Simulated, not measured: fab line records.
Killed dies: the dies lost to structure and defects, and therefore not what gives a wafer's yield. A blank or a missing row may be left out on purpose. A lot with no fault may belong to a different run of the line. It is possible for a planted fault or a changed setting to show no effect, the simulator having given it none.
Matching of chambers	flow n5_finfet	rie_diel-03 running N5_BEOL_M5_DESCUM_33: 4 sister chambers
The step chemistry O2, time 7 s. 8 wafers are shown with their chamber, then 9 later ones without.

EACH WAFER AND ITS CHAMBER
wafer	chamber	showerhead_plenum_p_Torr (Torr)	drypump_motor_current_A (A)
L083.6	2	2.17	5.1
L084.1	3	1.99	5.7
L085.3	0	1.94	5.7
L085.4	1	2.08	5.6
L085.5	0	1.94	5.7
L087.3	3	1.99	5.7
L087.5	2	2.16	5.2
L087.6	1	2.08	5.5

WAFERS WITH NO CHAMBER GIVEN
wafer	showerhead_plenum_p_Torr (Torr)	drypump_motor_current_A (A)
L091.1	2.16	5.2
L091.3	1.99	5.7
L091.4	2.08	5.6
L092.1	2.16	5.2
L092.3	1.98	5.7
L092.6	1.93	5.7
L095.1	1.93	5.7
L095.2	1.98	5.7
L095.5	2.07	5.6

CHAMBER TAKEN BY EACH
wafer	from the rows above	in truth
L091.1	2	2
L091.3	3	3
L091.4	1	1
L092.1	2	2
L092.3	3	3
L092.6	0	0
L095.1	0	0
L095.2	3	3
L095.5	1	1
Placed correctly: 9 of 9. Can't be placed from these rows: 0. Placed wrongly: 0.
How it was worked out, from the rows above alone: a wafer's distance from a chamber is the root of the sum, over the readings, of the square of ((its reading less the chamber's mean) divided by the reading's scatter). If the next closest chamber is less than 2 further off than the closest, the wafer can't be placed; otherwise it belongs to the closest. The mean given for a chamber averages the wafers shown for that chamber. The scatter is the square root of a quotient: the sum, over the shown wafers, of each reading's squared deviation from its chamber's mean, divided by wafers minus chambers.
